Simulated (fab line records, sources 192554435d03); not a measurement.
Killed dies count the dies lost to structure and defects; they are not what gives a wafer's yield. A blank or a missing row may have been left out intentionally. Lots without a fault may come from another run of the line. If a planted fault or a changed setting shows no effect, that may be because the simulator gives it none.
fab line records	flow n5Finfet
record: lots: 7	wafers: 17	lastDay: 16
route steps=1938 shown BEOL_M13@1681 PASSIVATION@1936
lots with no fault: from the same line, run without faults
startH: hours from the record's opening day to when the first of the lot's shown wafers began	waitH: how many hours have passed since the lot's step before this one	" same as the row above	L1.1+2: several wafers, shown together as one row	- value missing, or start not given	* or withheld: withheld	< > ~ a bound
route shown NAME@n: names a module that has steps shown in the file, with the first one's number in the route	usual: mean and standard deviation over wafers with no fault	same: alike in all rows	chamber/n: place in a boat	sites: readings site by site	_std_site: how widely they spread, as a standard deviation	_edge_site: the outer-site mean with the inner-site mean subtracted	radiusMm: for every site, how far away it sits from the centre of the wafer	mask NAME#n: copy n	behind: tool/chamber where the wafer was last shaped	hold: why the lot was held/for how many hours/how that ended	device: names the non-switching transistor (n, p or np)	end of line: tests of these same wafers at the route's end	a step with no rows: only its recipe	killed: the dies lost at the first sort to structure and to defects; this is not the yield of the wafer	map: shows each die of a wafer: x if killed, . if not, _ if none is there
set.NAME: the run value of the setting; set.NAME@STEP: its run value at that earlier step	model.NAME: the simulator's own value behind a step, which no gauge read
a table for each step, a row for each wafer; lots at some steps of the route
services: when a tool's chamber went out of use (startH, in hours from the record's first day, below 0 if earlier), for how many hours, and the reason
== steps ==
step: N5_BEOL_M13_COAT_66
recipe: resist: SiARC	tempC: 220	timeS: 60	spinRpm: 1500	resistThkNm: 110
step: N5_BEOL_M13_COAT_22
recipe: spinRpm: 2888	resistThkNm: 300
step: N5_BEOL_M13_EBR_24
recipe: solvent: PGMEA	ebrWidthMm: 1.5
step: N5_BEOL_M13_SOFTBAKE_23
recipe: tempC: 130	timeS: 60
step: N5_BEOL_M13_EXPOSE_25
recipe: maskId: M13	na: 0.93	sourceShape: conventional	sigmaOuter: 0.4	polarization: unpolarized	targetCdNm: 210	doseMj: 22
step: N5_BEOL_M13_PEB_26
recipe: pebTempC: 130	pebTimeS: 90
step: N5_BEOL_M13_DEVELOP_27
recipe: developTimeS: 45	rinseLiquid: diw	dry: airSpin	devTempC: 21
step: N5_BEOL_M13_HARDBAKE_32
recipe: tempC: 130	timeS: 120
step: N5_BEOL_M13_CD_MEAS_28
recipe: targetCdNm: 209.5	landingEnergyEv: 500	detector: seInlens
usual: cdNm: 209.9/1.4
lot.wafer	tool	chamber	startH	waitH	cdNm
L206.3	cdSem-02	0	250.13	-	210.1
L206.4	"	0	"	"	209.9
L206.6	"	0	"	"	209.1
L210.3	cdSem-01	0	269.51	-	210.6
L210.4	"	0	"	"	210.1
L210.6	"	0	"	"	210.1
L218.2	cdSem-03	0	313.10	-	211.2
L218.5	"	0	"	"	209.6
L219.2	cdSem-03	0	315.35	-	209.5
L219.5	"	0	"	"	211.4
L220.2	cdSem-02	0	321.79	-	211.6
L220.4	"	0	"	"	213.3
L221.1	cdSem-02	0	344.65	-	207.7
L221.2	"	0	"	"	210.0
L221.6	"	0	"	"	208.6
L224.2	cdSem-01	0	357.40	-	207.4
L224.6	"	0	"	"	208.3
step: N5_BEOL_M13_OVL_MEAS_29
recipe: pointsPerWafer: 44
usual: M13_OVL: -1/4.8
lot.wafer	tool	chamber	startH	waitH	M13_OVL[nm]
L206.3	overlay-02	0	250.15	0.0	-3
L206.4	"	0	"	"	-2
L206.6	"	0	"	"	4
L210.3	overlay-02	0	269.54	0.0	0
L210.4	"	0	"	"	5
L210.6	"	0	"	"	3
L218.2	overlay-01	0	313.13	0.0	-5
L218.5	"	0	"	"	-7
L219.2	overlay-02	0	315.38	0.0	-7
L219.5	"	0	"	"	-7
L220.2	overlay-02	0	321.82	0.0	-4
L220.4	"	0	"	"	-3
L221.1	overlay-01	0	344.68	0.0	13
L221.2	"	0	"	"	5
L221.6	"	0	"	"	7
L224.2	overlay-01	0	357.43	0.0	8
L224.6	"	0	"	"	5
step: N5_BEOL_M13_INSPECT_30
recipe: mode: adi	inspectInstrument: macro
usual: rawDefectCount: 2.2/1.4
lot.wafer	tool	chamber	startH	waitH	rawDefectCount
L206.3	defectInspect-02	-	250.18	0.0	2
L206.4	"	-	"	"	2
L206.6	"	-	"	"	0
L210.3	defectInspect-02	-	269.56	0.0	1
L210.4	"	-	"	"	1
L210.6	"	-	"	"	2
L218.2	defectInspect-02	-	313.15	0.0	2
L218.5	"	-	"	"	3
L219.2	defectInspect-01	-	315.41	0.0	3
L219.5	"	-	"	"	2
L220.2	defectInspect-02	-	321.84	0.0	3
L220.4	"	-	"	"	2
L221.1	defectInspect-02	-	344.71	0.0	3
L221.2	"	-	"	"	1
L221.6	"	-	"	"	2
L224.2	defectInspect-02	-	357.46	0.0	3
L224.6	"	-	"	"	3
step: N5_BEOL_M13_DESCUM_33
recipe: chemistry: O2	timeS: 7.9	sourcePowerW: 50	biasPowerW: 20	pressureMtorr: 20	rfFrequencyHz: 2.712e+07	tempC: 40	o2FlowSccm: 225
usual: biasPowerW: 20.00/0.062	drypumpMotorCurrentA: 5.8/0.54	o2FlowSccm: 225.0/0.62	oesProductAu: 0.80/0.076	rfFwdPowerW: 49.32/0.25	rfVppV: 243.3/1.3	showerheadPlenumPTorr: 2.09/0.064	throttleValvePct: 20.41/0.3
same: timeS: 7.9
lot.wafer	tool	chamber	startH	waitH	biasPowerW	drypumpMotorCurrentA	o2FlowSccm	oesProductAu	rfFwdPowerW	rfHoursCounterH	rfVppV	showerheadPlenumPTorr	throttleValvePct
L206.3	rieDiel-01	2	250.24	0.1	20.13	5.3	225.3	0.89	49.46	34	241.6	2.04	20.42
L206.4	"	1	"	"	19.94	5.5	225.6	0.85	49.45	90	242.9	2.12	20.05
L206.6	"	0	"	"	20.02	6.7	226.1	0.84	49.09	-	244.9	2.21	20.43
L210.3	rieDiel-05	2	269.60	0.0	20.02	5.2	223.9	0.73	49.23	197	242.0	2.07	20.27
L210.4	"	0	"	"	19.96	5.7	224.9	0.77	49.42	128	244.6	2.19	20.19
L210.6	"	2	"	"	20.07	5.2	225.3	0.73	49.50	-	242.6	2.07	20.27
L218.2	rieDiel-01	0	313.19	0.0	20.02	6.8	226.2	0.82	49.08	94	245.5	2.20	20.45
L218.5	"	3	"	"	19.90	5.2	223.8	0.81	49.67	-	243.0	2.12	20.67
L219.2	rieDiel-01	0	315.44	0.0	20.05	6.7	224.0	0.81	49.32	95	245.9	2.20	20.44
L219.5	"	1	"	"	20.10	5.5	225.0	0.82	49.37	-	243.3	2.12	20.07
L220.2	rieDiel-01	3	321.87	0.0	20.03	5.2	224.7	0.80	49.53	91	243.7	2.12	20.69
L220.4	"	1	"	"	20.06	5.5	224.9	0.82	49.24	110	242.8	2.12	20.09
L221.1	rieDiel-04	3	345.39	0.7	19.93	5.4	225.6	0.88	48.66	37	242.8	2.12	19.88
L221.2	"	0	"	"	20.09	6.5	226.0	0.91	49.56	24	243.8	2.13	20.24
L221.6	"	3	"	"	19.94	5.4	224.7	0.88	48.88	-	243.2	2.11	19.87
L224.2	rieDiel-04	3	357.49	0.0	20.02	5.4	224.4	0.87	48.88	41	245.2	2.11	19.88
L224.6	"	0	"	"	19.93	6.5	225.2	0.91	49.13	-	242.8	2.12	20.25
step: N5_BEOL_M13_ETCH_67
recipe: chemistry: CF4	target: SiARC	targetDepthA: 1430	timeS: 238.3	ionEnergyEv: 80	pressureMtorr: 40	sourceW: 545	biasW: 36	Ar_flow_sccm: 100	cf4FlowSccm: 100	ends: cleared
usual: drypumpMotorCurrentA: 5.8/0.54	etchRfOnTimeS: 237/5.9	oesProductAu: 0.69/0.065	rfFwdPowerW: 543.0/1.8	rfVppV: 184.1/1	showerheadPlenumPTorr: 2.14/0.056	throttleValvePct: 15.58/0.28
lot.wafer	tool	chamber	startH	waitH	drypumpMotorCurrentA	etchRfOnTimeS	oesProductAu	rfFwdPowerW	rfHoursCounterH	rfVppV	showerheadPlenumPTorr	throttleValvePct
L206.3	rieDiel-01	2	250.27	0.0	5.3	240	0.76	542.5	34	183.6	2.09	15.46
L206.4	"	1	"	"	5.5	229	0.73	540.5	90	183.6	2.16	15.18
L206.6	"	0	"	"	6.8	241	0.71	541.8	-	184.8	2.24	15.48
L210.3	rieDiel-05	2	269.63	0.0	5.2	237	0.61	542.4	197	184.3	2.13	15.55
L210.4	"	0	"	"	5.7	236	0.66	543.1	128	184.6	2.25	15.45
L210.6	"	2	"	"	5.2	237	0.61	541.1	-	185.1	2.13	15.53
L218.2	rieDiel-01	0	313.22	0.0	6.7	172	0.85	538.8	94	186.1	2.23	15.51
L218.5	"	3	"	"	5.3	225	0.70	545.4	-	184.4	2.15	15.73
L219.2	rieDiel-01	0	315.47	0.0	6.7	172	0.84	542.1	95	185.1	2.23	15.53
L219.5	"	1	"	"	5.5	230	0.71	541.3	-	185.3	2.15	15.20
L220.2	rieDiel-01	3	321.91	0.0	5.2	159	0.86	543.3	91	185.0	2.15	15.73
L220.4	"	1	"	"	5.5	164	0.87	539.0	110	183.2	2.15	15.23
L221.1	rieDiel-04	3	345.43	0.0	5.4	233	0.76	543.4	37	185.7	2.18	15.20
L221.2	"	0	"	"	6.5	239	0.77	541.7	24	184.4	2.18	15.41
L221.6	"	3	"	"	5.4	233	0.76	542.8	-	184.4	2.18	15.18
L224.2	rieDiel-04	3	357.53	0.0	5.3	235	0.74	542.2	41	183.4	2.18	15.18
L224.6	"	0	"	"	6.5	241	0.76	542.0	-	184.0	2.18	15.41
step: N5_BEOL_M13_ETCH_68
recipe: chemistry: N2/H2	target: SOC	maskMaterial: SiARC	sourceW: 3000	biasW: 350	tempC: 40	timeS: 355	ionEnergyEv: 200	pressureMtorr: 30	n2FlowSccm: 200	h2FlowSccm: 200
usual: drypumpMotorCurrentA: 5.8/0.54	oesProductAu: 0.80/0.076	rfFwdPowerW: 2995/9.7	rfVppV: 523.9/2.3	showerheadPlenumPTorr: 2.55/0.078	throttleValvePct: 17.81/0.27
same: timeS: 355
lot.wafer	tool	chamber	startH	waitH	drypumpMotorCurrentA	oesProductAu	rfFwdPowerW	rfHoursCounterH	rfVppV	showerheadPlenumPTorr	throttleValvePct
L206.3	rieDiel-01	2	250.42	0.1	5.3	0.90	2982	34	521.4	2.48	17.67
L206.4	"	1	"	"	5.5	0.85	2994	90	524.0	2.58	17.42
L206.6	"	0	"	"	6.8	0.84	2986	-	528.4	2.70	17.78
L210.3	rieDiel-05	2	269.78	0.1	5.2	0.73	3004	197	521.2	2.53	17.75
L210.4	"	0	"	"	5.7	0.77	3022	128	526.8	2.66	17.57
L210.6	"	2	"	"	5.2	0.73	2992	-	522.8	2.53	17.75
L218.2	rieDiel-01	0	313.37	0.1	6.7	0.81	2993	94	525.8	2.69	17.81
L218.5	"	3	"	"	5.2	0.81	3000	-	524.2	2.56	17.95
L219.2	rieDiel-01	0	315.62	0.1	6.7	0.82	2991	95	527.5	2.69	17.80
L219.5	"	1	"	"	5.5	0.82	2980	-	525.6	2.57	17.47
L220.2	rieDiel-01	3	322.06	0.1	5.2	0.81	2987	91	524.1	2.56	17.94
L220.4	"	1	"	"	5.5	0.81	2973	110	524.3	2.57	17.45
L221.1	rieDiel-04	3	345.57	0.1	5.4	0.90	2991	37	525.1	2.59	17.35
L221.2	"	0	"	"	6.5	0.91	2990	25	524.6	2.61	17.73
L221.6	"	3	"	"	5.4	0.89	2994	-	524.5	2.59	17.34
L224.2	rieDiel-04	3	357.67	0.1	5.4	0.87	2984	41	523.7	2.59	17.36
L224.6	"	0	"	"	6.5	0.89	2974	-	524.8	2.61	17.75
step: N5_PASSIVATION_PROBE_49
usual: defectLimitedYield: 91.2/1.5	killed_at_M0_to_M3: 36/10	killed_at_M4_up: 13/6	killedAtContacts: 11/5.2	killedAtFrontEnd: 40/11	killedAtOther: 3.1/2.9	killedDies: 104/17	killedOpen: 66/12	killedShort: 34/7.7	sort_bin_5_function: 5.1/0.91	sort_bin_6_memory: 3.2/0.67	sortNPass: 1076/17	sortYieldPct: 91.2/1.5
same: grossDies: 1180	killedAtBackSide: 0	sort_bin_4_leakage[%]: 0	sort_bin_8_speed[%]: 0
lot.wafer	tool	chamber	startH	waitH	defectLimitedYield[%]	killed_at_M0_to_M3	killed_at_M4_up	killedAtContacts	killedAtFrontEnd	killedAtOther	killedDies	killedOpen	killedShort	sort_bin_5_function[%]	sort_bin_6_memory[%]	sortNPass	sortYieldPct[%]
L206.3	prober-02	-	283.98	0.1	88.1	41	20	19	53	7	140	87	52	7.2	4.2	1040	88.1
L206.4	prober-02	-	284.03	0.2	90.5	44	13	13	39	3	112	72	38	5.7	3.5	1068	90.5
L206.6	prober-02	-	284.13	0.3	89.9	58	20	14	27	0	119	85	29	5.7	4.0	1061	89.9
killed by level:class
L206.3 MOL_CONTACT_COAG:geometricParticle:open=17 BEOL_M4:geometricParticle:open=12 FIN_SAQP:geometricParticle:short=10 FIN_SAQP:geometricParticle:open=10 BEOL_M0_SAQP:geometricParticle:short=10 BEOL_M2:geometricParticle:open=9 STI_FIN_REVEAL:geometricParticle:open=8 STARTING-WAFER:geometricParticle:short=8
L206.4 STI_FIN_REVEAL:geometricParticle:open=11 BEOL_M3:geometricParticle:open=10 MOL_CONTACT_COAG:geometricParticle:open=8 BEOL_M2:geometricParticle:open=8 FIN_SAQP:geometricParticle:open=7 BEOL_M0_SAQP:geometricParticle:short=7 BEOL_M4:geometricParticle:open=7 DUMMY_GATE:geometricParticle:open=5
L206.6 BEOL_M2:geometricParticle:open=19 BEOL_M4:geometricParticle:open=10 BEOL_M3:geometricParticle:open=10 MOL_CONTACT_COAG:geometricParticle:open=8 STI_FIN_REVEAL:geometricParticle:open=7 BEOL_M1:geometricParticle:open=7 FIN_SAQP:geometricParticle:open=5 BEOL_M0_SAQP:geometricParticle:short=5
== services ==
tool	chamber	startH	hours	kind
rieDiel-04	0	239.05	-	clean
rieDiel-04	0	239.05	-	consumableReplace:focusRing
rieDiel-04	0	239.05	24.7	scheduledDown
rieDiel-04	0	239.05	24.7	ventCycle
rieDiel-01	1	286.80	6.7	repair
rieDiel-05	0	300.39	21.1	repair
rieDiel-05	2	303.66	4.9	repair
rieDiel-05	0	334.70	17.2	repair
== key ==
firstSign: step: N5_BEOL_M13_ETCH_67	reading: etchRfOnTimeS	direction: down	sigmas: 12	usual: *	struck: *
effect: step: N5_BEOL_M13_ETCH_67	reading: oesProductAu	direction: up	sigmas: 2.6	usual: 0.69	struck: 0.85
metAt N5_BEOL_M13_ETCH_67
struckWafers L218.2,L219.2,L220.2,L220.4
onsetBetween 250.27 313.22
fault: kind: processParameterDrift	tool: rieDiel-01	chamber: -	onsetH: 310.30	steps: N5_BEOL_M13_ETCH_67	channel: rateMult	offset: 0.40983	shape: step	endH: 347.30	scope: struckWafersOnly
